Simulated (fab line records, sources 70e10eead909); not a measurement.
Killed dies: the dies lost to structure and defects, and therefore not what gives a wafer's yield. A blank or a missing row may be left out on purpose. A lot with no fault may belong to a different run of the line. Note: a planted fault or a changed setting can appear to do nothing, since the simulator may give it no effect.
fab line records	flow nand-harc
[record] lots = 5	wafers = 15	last-day = 23
route steps=1159 shown A_SLIT@793 A_SIN_REMOVE@804 A_WL_FILL@809 END@1159
lots that met no fault: from a run of the same line without faults
start-h: hours from the record's opening day to when the first of the lot's shown wafers began	wait-h: hours since the lot's step before	" repeats the value in the row above	L1.1+2: a single row standing in for several wafers	- value missing, or start not given	* or withheld: withheld	< > ~ a bound
route shown NAME@n: names a module that has steps shown in the file, with the first one's number in the route	usual: mean/standard deviation taken from wafers without a fault	same: alike in all rows	chamber/n: place in a boat	sites: readings site by site	_std_site: the values' standard deviation	_edge_site: outer sites' mean less inner sites'	radius-mm: for every site, how far away it sits from the centre of the wafer	mask NAME#n: copy n	behind: the tool/chamber that last shaped the wafer	hold: the reason the lot was held/the length of the hold in hours/how it ended	device: the n, p or np transistor that did not switch	end of line: tests of these same wafers at the route's end	a step with no rows: only its recipe	killed: at the first sort, the dies lost to defects and structure; wafer yield is something else	map: the dies of a wafer, with x for killed, . for not killed, _ for no die there
set.NAME: the setting that was run; set.NAME@STEP: the one run at that earlier step	model.NAME: the simulator's own value behind a step, which no gauge read
lots at some steps of the route; a table a step, a row a wafer
services: from which hour (start-h, from the record's first day; less than 0 if before it) a tool's chamber was out of use, for how many hours, and why
[[steps]]
[step NHARC_A_SLIT_DESCUM_14]
[recipe] time-s = 3	o2-flow-sccm = 200	ar-flow-sccm = 0	bias-power-w = 0	chemistry = O2
[step NHARC_A_SLIT_ETCH_24]
[recipe] target-depth-a = 1210	time-s = 60.5	cf4-flow-sccm = 100	chf3-flow-sccm = 30	ar-flow-sccm = 0	rf-w = 500	bias-w = 200	chemistry = CF4/CHF3
[usual] drypump-motor-current-A = 5.7/0.38	oes-product-au = 0.967/0.02	rf-vpp-V = 372.1/2	showerhead-plenum-p-Torr = 1.62/0.056	throttle-valve-pct = 16.803/0.0081
[same] time-s = 60.5
lot.wafer	tool	chamber	start-h	wait-h	drypump-motor-current-A	oes-product-au	rf-hours-counter-h	rf-vpp-V	showerhead-plenum-p-Torr	throttle-valve-pct
L242.3	rie-diel-04	2	344.31	0.1	5.5	0.965	3	370.9	1.60	16.801
L242.2	"	3	"	"	6.4	0.969	3	371.8	1.64	16.806
L242.5	"	2	"	"	5.5	0.960	-	372.6	1.60	16.809
L243.3	rie-diel-04	1	371.71	0.1	6.0	0.938	4	373.8	1.68	16.811
L243.6	"	1	"	"	6.0	0.936	-	374.3	1.68	16.809
L243.4	"	0	"	"	5.6	0.942	-	373.9	1.66	16.802
L252.3	rie-diel-02	1	418.01	0.1	5.6	0.989	4	375.4	1.69	16.818
L252.1	"	0	"	"	6.3	0.955	5	370.4	1.59	16.790
L252.5	"	2	"	"	5.6	0.977	-	370.5	1.57	16.811
L256.2	rie-diel-07	3	429.45	0.1	5.3	0.961	2	366.8	1.47	16.809
L256.1	"	1	"	"	5.2	0.976	1	374.9	1.65	16.813
L256.5	"	3	"	"	5.3	0.952	-	366.7	1.47	16.818
L257.2	rie-diel-07	2	430.07	0.5	5.8	0.949	2	372.6	1.64	16.800
L257.1	"	1	"	"	5.3	0.948	2	373.5	1.65	16.790
L257.4	"	3	"	"	5.3	0.924	-	368.4	1.47	16.804
[step NHARC_A_SLIT_ETCH_15]
[recipe] target-depth-a = 32000	over-etch-frac = 0.3	time-s = 832	ion-energy-ev = 150	o2-flow-sccm = 400	cos-flow-sccm = 20	ar-flow-sccm = 0	rf-w = 500	bias-w = 300	chemistry = O2/COS
[usual] drypump-motor-current-A = 5.7/0.39	oes-product-au = 1.005/0.0092	rf-vpp-V = 315.5/1.9	showerhead-plenum-p-Torr = 3.22/0.11	throttle-valve-pct = 28.331/0.0091
[same] time-s = 832
lot.wafer	tool	chamber	start-h	wait-h	drypump-motor-current-A	oes-product-au	rf-hours-counter-h	rf-vpp-V	showerhead-plenum-p-Torr	throttle-valve-pct
L242.2	rie-diel-04	0	-	-	5.6	0.992	3	317.5	3.29	28.346
L242.3	"	3	"	"	6.4	0.994	3	316.0	3.26	28.330
L242.5	"	3	"	"	6.4	0.998	-	317.7	3.26	28.338
L243.3	rie-diel-04	2	-	-	5.5	1.002	5	315.0	3.17	28.329
L243.4	"	0	"	"	5.6	0.997	-	317.2	3.29	28.320
L243.6	"	1	"	"	5.9	1.006	-	315.8	3.34	28.339
L252.1	rie-diel-02	2	-	-	5.6	1.006	4	314.3	3.12	28.331
L252.3	"	3	"	"	5.4	1.000	5	315.9	3.24	28.321
L252.5	"	1	"	"	5.6	1.020	-	317.3	3.35	28.333
L256.1	rie-diel-07	3	-	-	5.3	0.979	2	312.0	2.92	28.318
L256.2	"	1	"	"	5.2	1.015	1	317.7	3.28	28.330
L256.5	"	2	"	"	5.8	1.016	-	315.9	3.25	28.343
L257.2	rie-diel-07	1	-	-	5.2	1.004	2	316.8	3.28	28.346
L257.1	"	2	"	"	5.8	1.016	2	314.9	3.25	28.331
L257.4	"	2	"	"	5.8	1.009	-	315.4	3.25	28.344
[step NHARC_A_SLIT_ETCH_17]
[recipe] bias-v = 900	source-w = withheld	pressure-mtorr = 20	ar-flow-sccm = 375	c4f8-flow-sccm = 83.3	o2-flow-sccm = 41.7	time-s = 1687.5	target-depth-a = 1.01e+05	chemistry = C4F8/O2/Ar
[usual] drypump-motor-current-A = 5.7/0.31	showerhead-plenum-p-Torr = 3.72/0.052	throttle-valve-pct = 32.047/0.0088
[same] time-s = 1687.5
lot.wafer	tool	chamber	start-h	wait-h	drypump-motor-current-A	rf-hours-counter-h	showerhead-plenum-p-Torr	throttle-valve-pct
L242.2	har-etch-02	1	345.36	-	5.8	184	3.68	32.059
L242.3	"	0	"	"	5.5	-	3.69	32.053
L242.5	"	1	"	"	5.8	-	3.68	32.047
L243.4	har-etch-02	0	373.70	-	5.5	-	3.68	32.037
L243.3	"	1	"	"	5.8	-	3.67	32.050
L243.6	"	1	"	"	5.8	-	3.67	32.039
L252.1	har-etch-01	1	418.71	-	5.2	44	3.77	32.040
L252.3	"	0	"	"	6.2	-	3.77	32.041
L252.5	"	0	"	"	6.1	-	3.77	32.053
L256.1	har-etch-01	1	430.31	-	5.3	49	3.77	32.051
L256.2	"	0	"	"	6.1	49	3.77	32.056
L256.5	"	0	"	"	6.1	-	3.77	32.050
L257.2	har-etch-02	1	430.88	-	5.8	222	3.66	32.048
L257.1	"	0	"	"	5.5	222	3.67	32.049
L257.4	"	1	"	"	5.8	-	3.66	32.058
[step NHARC_A_SLIT_ETCH_26]
[recipe] bias-v = 400	source-w = 2000	pressure-mtorr = 25	time-s = 90	ar-flow-sccm = 375	c4f8-flow-sccm = 41.7	o2-flow-sccm = 83.3	target-depth-a = 4000	chemistry = C4F8/O2/Ar
[step NHARC_A_SLIT_STRIP_28]
[recipe] o2-flow-sccm = 400	cos-flow-sccm = 20	ar-flow-sccm = 0	bias-w = 0	chemistry = O2/COS
[step NHARC_A_SLIT_ETCH_29]
[recipe] target-depth-a = 1000	overetch-a = 100	time-s = 55	ion-energy-ev = 100	cf4-flow-sccm = 80	o2-flow-sccm = 20	ar-flow-sccm = 0	rf-w = 300	bias-w = 100	chemistry = CF4/O2
[usual] drypump-motor-current-A = 5.6/0.4	oes_ar_750_au = 1.000/0.0045	oes-product-au = 1.005/0.011	rf-vpp-V = 198.6/1.4	showerhead-plenum-p-Torr = 1.37/0.05	throttle-valve-pct = 13.397/0.0081
[same] time-s = 55
lot.wafer	tool	chamber	start-h	wait-h	drypump-motor-current-A	oes_ar_750_au	oes-product-au	rf-hours-counter-h	rf-vpp-V	showerhead-plenum-p-Torr	throttle-valve-pct
L242.3	rie-diel-02	0	347.24	0.1	6.3	0.999	1.002	2	198.9	1.35	13.400
L242.2	"	2	"	"	5.7	1.001	1.001	1	198.8	1.34	13.405
L242.5	"	0	"	"	6.3	0.997	0.996	-	197.6	1.35	13.402
L243.4	rie-diel-07	0	375.30	0.1	5.1	0.998	0.997	10	198.0	1.36	13.390
L243.3	"	3	"	"	5.3	1.007	0.992	11	195.1	1.25	13.388
L243.6	"	0	"	"	5.0	1.001	0.998	-	199.9	1.36	13.398
L252.3	rie-diel-02	0	420.82	0.1	6.3	1.002	0.989	5	198.7	1.35	13.396
L252.1	"	1	"	"	5.7	1.000	1.013	5	197.7	1.44	13.374
L252.5	"	0	"	"	6.3	0.998	0.995	-	198.2	1.35	13.396
L256.2	rie-diel-07	0	432.43	0.1	5.0	1.001	0.980	1	198.3	1.36	13.389
L256.1	"	1	"	"	5.2	0.997	1.007	2	200.5	1.40	13.400
L256.5	"	3	"	"	5.3	0.997	0.994	-	194.2	1.24	13.401
L257.2	rie-diel-04	3	433.00	0.1	6.4	1.016	1.002	9	198.3	1.39	13.404
L257.1	"	0	"	"	5.6	0.994	1.017	10	199.4	1.41	13.397
L257.4	"	2	"	"	5.5	0.998	1.008	10	199.2	1.36	13.399
[step NHARC_A_SLIT_STRIP_18]
[recipe] o2-flow-sccm = 500	ar-flow-sccm = 0	bias-w = 0	chemistry = O2
[step NHARC_A_SLIT_PRECLEAN_19]
[recipe] time-s = *	temp-c = 50	bath-age-min = 0	chemistry = SC1
[step NHARC_A_SLIT_SRD_20]
[step NHARC_A_SLIT_CD_MEAS_21]
[usual] cd-nm = 289.5/0.81
lot.wafer	tool	chamber	start-h	wait-h	cd-nm
L242.2	cd-sem-02	-	347.78	-	287.9
L242.3	"	-	"	"	288.7
L242.5	"	-	"	"	288.7
L243.3	cd-sem-01	-	375.84	-	289.1
L243.4	"	-	"	"	290.4
L243.6	"	-	"	"	290.9
L252.1	cd-sem-02	-	421.35	-	288.6
L252.3	"	-	"	"	287.6
L252.5	"	-	"	"	288.4
L256.1	cd-sem-03	-	432.96	-	288.9
L256.2	"	-	"	"	288.7
L256.5	"	-	"	"	289.2
L257.1	cd-sem-01	-	433.53	-	289.1
L257.2	"	-	"	"	289.8
L257.4	"	-	"	"	288.4
[step NHARC_A_SIN_REMOVE_WET_00]
[recipe] temp-c = 160	time-s = 15300	chemistry = H3PO4
[step NHARC_A_SIN_REMOVE_PRECLEAN_01]
[recipe] time-s = *	temp-c = 50	bath-age-min = 0	chemistry = SC1
[same] time-s = *
lot.wafer	tool	chamber	start-h	wait-h
L242.2+3+5	wet-bench-01	5,0,2	355.21	0.0
L243.3+6+4	wet-bench-01	2,3,5	383.33	0.0
L252.1+5+3	wet-bench-02	2,3,6	428.86	0.0
L256.5+1+2	wet-bench-02	5,7,0	440.46	0.0
L257.2+4+1	wet-bench-06	0,3,4	440.46	0.0
[step NHARC_A_SIN_REMOVE_SRD_02]
[step NHARC_A_SIN_REMOVE_INSPECT_04]
[usual] raw-defect-count = 301/85
lot.wafer	tool	chamber	start-h	wait-h	raw-defect-count
L242.2	defect-inspect-02	-	355.40	0.0	277
L242.3	"	-	"	"	240
L242.5	"	-	"	"	402
L243.3	defect-inspect-01	-	383.52	0.0	302
L243.4	"	-	"	"	1023
L243.6	"	-	"	"	167
L252.1	defect-inspect-01	-	429.05	0.0	321
L252.3	"	-	"	"	221
L252.5	"	-	"	"	374
L256.1	defect-inspect-02	-	440.64	0.0	517
L256.2	"	-	"	"	368
L256.5	"	-	"	"	307
L257.1	defect-inspect-01	-	440.66	0.0	275
L257.2	"	-	"	"	279
L257.4	"	-	"	"	293
[step NHARC_A_WL_FILL_ALD_00]
[recipe] target-thk-a = 30	pulse-time-s = 3	ald-cycles = 30	temp-c = 300	material = Al2O3
[usual] heater-power-w = 458/45	precursor-pulse-height-rel = 0.999/0.02
lot.wafer	tool	chamber	start-h	wait-h	heater-power-w	precursor-pulse-height-rel
L242.2	ald-hk-03	3	355.46	0.1	378	0.985
L242.3	"	0	"	"	439	0.958
L242.5	"	0	"	"	444	0.986
L243.3	ald-hk-03	0	384.24	0.7	464	1.003
L243.4	"	1	"	"	459	0.986
L243.6	"	3	"	"	382	1.005
L252.1	ald-hk-03	3	429.11	0.1	388	1.018
L252.3	"	1	"	"	463	1.011
L252.5	"	3	"	"	390	0.986
L256.2	ald-hk-02	1	442.13	1.5	449	1.031
L256.1	"	3	"	"	462	0.982
L256.5	"	2	"	"	534	0.998
L257.4	ald-hk-02	1	442.29	1.6	447	0.999
L257.2	"	3	"	"	483	1.004
L257.1	"	0	"	"	404	1.012
[step NHARC_END_SORT_01]
[recipe] temp-c = 25
[usual] killed-at-array = 29/8.4	killed-at-other = 0.7/1.2	killed-at-periphery = 3.8/2.1	killed-dies = 33/9	killed-open = 3.4/2	killed-short = 2.1/1.4
[same] gross-dies = 677
lot.wafer	tool	chamber	start-h	wait-h	killed-at-array	killed-at-other	killed-at-periphery	killed-dies	killed-open	killed-short
L243.4	prober-02	0	513.50	3.4	117	0	1	118	4	0
L252.5	prober-02	0	545.43	3.7	13	3	5	21	2	1
// killed by level:class
L243.4 A_SIN_REMOVE:unspecified=95 A_SLIT:chamber-film-flake=11 A_CONTACT:chamber-film-flake=3 A_CONTACT:geometric-particle:open=2 A_STAIRCASE:chamber-film-flake=2 A_SGD_CUT:geometric-particle:open=1 A_WL_FILL:geometric-particle:open=1 P_CONTACT:chamber-film-flake=1
L252.5 A_CHANNEL_HOLE_D1:chamber-film-flake=5 P_GATE:chamber-film-flake=3 A_WL_FILL:chamber-film-flake=3 A_CONTACT:chamber-film-flake=2 THIN_TSV:chamber-film-flake=2 P_M1:geometric-particle:open=1 A_CONTACT:geometric-particle:open=1 A_CONTACT:geometric-particle:short=1
// map L243.4 (x killed, . not)
____________.____________
_________......._________
_______x.........._______
______.............______
_____....xx........._____
____....xxx..........____
____..x..x...........____
___.....x.............___
___.......x...........___
__........x............__
__......x..............__
_......................._
_.....x................._
_......................._
_..x...................._
_......x....x..........._
......................x..
.........................
................x..xx..x.
..................xxxx...
...............xxxxxxx...
_.....x........xxxxxxxx._
_.............xxxxxxxxx._
_..............xxxxxxxxx_
_.............xxxxxxxxxx_
_..............xxxxxxxxx_
__............xxxxxxxxx__
__...........xxxxxxxxxx__
___............xxxxxxx___
___.............xxxxxx___
____............x.xxx____
____.................____
_____.............x._____
______.....x..x....______
_______.........x._______
_________......._________
____________.____________
// map L242.3 (x killed, . not)
____________.____________
_________.....x._________
_______.....x.x..x_______
______.....xxx...x.______
_____......xxx......_____
____......x.x..x.....____
____.....x..x........____
___.x..xxxx...x....x..___
___.....x.x...........___
__......xx....x........__
__.....................__
_........x.............._
_......................._
_........x.............._
_......................._
_......................._
....x....................
.........................
x........................
.x.......................
...x.....................
_...............x......x_
_..x...................._
_......................._
_......................._
_..............x........_
__.....................__
__....xx...............__
___.....xx............___
___.x...x.............___
____.................____
____..............x..____
_____..............._____
______.............______
_______..x........_______
_________......._________
____________.____________
[[services]]
tool	chamber	start-h	hours	kind
rie-diel-02	-	327.99	9.0	pm
rie-diel-04	-	333.54	1.4	repair
rie-diel-07	0	335.20	-	clean
rie-diel-07	1	335.20	-	clean
rie-diel-07	2	335.20	-	clean
rie-diel-07	3	335.20	-	clean
rie-diel-07	0	359.70	-	clean
rie-diel-07	1	359.70	-	clean
rie-diel-07	2	359.70	-	clean
rie-diel-07	3	359.70	-	clean
rie-diel-04	3	370.77	6.0	repair
rie-diel-07	2	384.10	8.5	repair
rie-diel-07	0	384.20	-	clean
rie-diel-07	1	384.20	-	clean
rie-diel-07	3	384.20	-	clean
wet-bench-01	-	389.60	8.0	pm
rie-diel-07	-	405.20	9.0	pm
rie-diel-07	0	405.20	9.0	vent-cycle
rie-diel-07	1	405.20	9.0	vent-cycle
rie-diel-07	2	405.20	9.0	vent-cycle
rie-diel-07	3	405.20	9.0	vent-cycle
rie-diel-07	0	414.20	-	clean
rie-diel-07	1	414.20	-	clean
rie-diel-07	0	423.32	7.5	repair
[[key]]
[first-sign] step = NHARC_A_SIN_REMOVE_INSPECT_04	reading = raw-defect-count	direction = up	sigmas = 8.5	usual = 301	struck = 1023
[effect] step = NHARC_END_SORT_01	reading = killed-at-array	direction = up	sigmas = 10	usual = 29	struck = 117
[more-kills-born-at] NHARC_A_SIN_REMOVE_PRECLEAN_01@wet-bench-01 = 95
met-at NHARC_A_SIN_REMOVE_PRECLEAN_01
struck-wafers L243.4
tester-left-out L243
onset-between 355.21 383.33
[fault] kind = chamber-particle-source	tool = wet-bench-01	chamber = 5	onset-h = 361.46	steps = NHARC_A_SIN_REMOVE_PRECLEAN_01	rate-per-visit-cm2 = 1.2558	end-h = 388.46
// tester-left-out: of these lots the tester's yield and bins aren't shown, on N5 and GAA mostly nor the transistor test; their killed dies are dies lost to structure and defects alone, not to doping, threshold or leakage, so they don't give the yield
